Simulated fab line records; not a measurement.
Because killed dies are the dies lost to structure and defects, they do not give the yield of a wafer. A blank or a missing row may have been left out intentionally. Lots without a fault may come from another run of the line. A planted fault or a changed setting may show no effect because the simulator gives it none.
Comparing a struck lot with a sound one    flow nand_harc    15 steps out of a route of 1302
Sound: wafers L394.1, L394.2, L394.4. Struck: wafer L403.2 (L403.1, L403.5, from the same lot, were not struck and are left out); the cause is given at the end.
For every step that has rows: the tool of each side, followed by ch and its chambers, followed by its first start. Under that, the readings that differ: sound wafers    struck wafers    difference of the means    sigmas: that difference in standard deviations of wafers without a fault.
alike: readings whose means differ by less than 2 such deviations, and words and numbers that are the same on both sides. not compared: withheld readings, readings that some wafer has no value for, bounds like >300 that may hide the same value, and numbers for which the record gives no deviation and whose values overlap.
A row with sigmas, a row that says differs or no value, or rows on one side alone: a step with any of these is where the two part. When numbers do not overlap yet have no deviation, they are printed without sigmas and do not part them. A reading missing from all wafers of one side parts the sides only when that side holds two or more wafers.

first, 6 steps without rows for these wafers: NHARC_A_CHANNEL_HOLE_D1_COAT_04 (resist thk 90 nm); NHARC_A_CHANNEL_HOLE_D1_SOFTBAKE_05 (time 55 s); NHARC_A_CHANNEL_HOLE_D1_EBR_06; NHARC_A_CHANNEL_HOLE_D1_EXPOSE_07 (exposes mask HOLE D1, target cd 100 nm); NHARC_A_CHANNEL_HOLE_D1_PEB_08 (peb time 65 s); NHARC_A_CHANNEL_HOLE_D1_DEVELOP_09 (develop time 35 s).
NHARC_A_CHANNEL_HOLE_D1_CD_MEAS_10: target cd 100 nm.
  sound on cd_sem-03 ch 0, day 11 01:04; struck on cd_sem-02 ch 0, day 14 16:11
  alike: cd_nm
NHARC_A_CHANNEL_HOLE_D1_OVL_MEAS_11:
  sound: overlay-02 at day 11 01:10; struck: overlay-01 at day 14 16:16
reading            sound        struck  difference  sigmas
overlay_y_nm (nm)  0.8 0.6 0.5  -1.6    -2.2        -3
  alike: overlay_x_nm
NHARC_A_CHANNEL_HOLE_D1_INSPECT_12:
  sound: defect_inspect-02 at day 11 01:12; struck: defect_inspect-01 at day 14 16:19
  alike: raw_defect_count
NHARC_A_CHANNEL_HOLE_D1_DESCUM_15: chemistry O2, time 3 s.
  sound on rie_diel-11 ch 1,2,3, day 11 01:16; struck on rie_diel-11 ch 2, day 14 16:23
reading                 sound     struck  difference  sigmas
rf_hours_counter_h (h)  13 13 14  6       -7          
  alike: drypump_motor_current_A, mfc_ar_sccm, oes_product_au, rf_vpp_V, showerhead_plenum_p_Torr, throttle_valve_pct
NHARC_A_CHANNEL_HOLE_D1_ETCH_38: etches the open film in CF4, target depth 39 nm, time 65 s.
  sound on rie_diel-11 ch 0,2,3, day 11 01:20; struck on rie_diel-11 ch 0, day 14 16:27
reading                 sound              struck  difference  sigmas
oes_product_au (a.u.)   1.011 1.019 1.013  0.996   -0.018      -3
rf_hours_counter_h (h)  13 13 14           6       -7          
  alike: drypump_motor_current_A, mfc_ar_sccm, rf_vpp_V, showerhead_plenum_p_Torr, throttle_valve_pct
NHARC_A_CHANNEL_HOLE_D1_ETCH_39: etches the open film in N2/H2, target depth 260 nm, time 325 s.
  sound: rie_diel-11 ch 0,1,2; struck: rie_diel-11 ch 2
reading                 sound     struck  difference  sigmas
rf_hours_counter_h (h)  13 14 14  6       -8          
  alike: drypump_motor_current_A, mfc_ar_sccm, n2_flow_sccm, oes_product_au, rf_vpp_V, showerhead_plenum_p_Torr, throttle_valve_pct
NHARC_A_CHANNEL_HOLE_D1_ETCH_34: etches the open film in CF4/CHF3, target depth 154 nm, time 77 s.
  sound on rie_diel-11 ch 0,2,3, day 11 01:41; struck on rie_diel-11 ch 0, day 14 16:48
reading                 sound              struck  difference  sigmas
oes_product_au (a.u.)   0.936 0.945 0.942  0.845   -0.096      -4
rf_hours_counter_h (h)  13 14 14           6       -8          
  alike: drypump_motor_current_A, mfc_ar_sccm, rf_vpp_V, showerhead_plenum_p_Torr, throttle_valve_pct
NHARC_A_CHANNEL_HOLE_D1_ETCH_16: etches the open film in O2/COS, target depth 3100 nm, time 806 s.
  sound: rie_diel-11 ch 1,2,3; struck: rie_diel-11 ch 1
reading                 sound     struck  difference  sigmas
rf_hours_counter_h (h)  14 14 13  6       -8          
  alike: drypump_motor_current_A, mfc_ar_sccm, oes_product_au, rf_vpp_V, showerhead_plenum_p_Torr, throttle_valve_pct
-- break in the record here, with 16 days between the starts of the struck wafers on either side (left off in module A_CHANNEL_HOLE_D1, picked up again in module END, where the first step shown is number 1302 on the route) --
NHARC_END_SORT_01:
  only the struck wafers appear in the record here, on prober-02 ch 0 at day 30 15:43; the sound ones have no rows

WHERE THEY PART
Last at NHARC_END_SORT_01 as far as this record goes, first at NHARC_A_CHANNEL_HOLE_D1_OVL_MEAS_11.

WHY: what the simulator had put in
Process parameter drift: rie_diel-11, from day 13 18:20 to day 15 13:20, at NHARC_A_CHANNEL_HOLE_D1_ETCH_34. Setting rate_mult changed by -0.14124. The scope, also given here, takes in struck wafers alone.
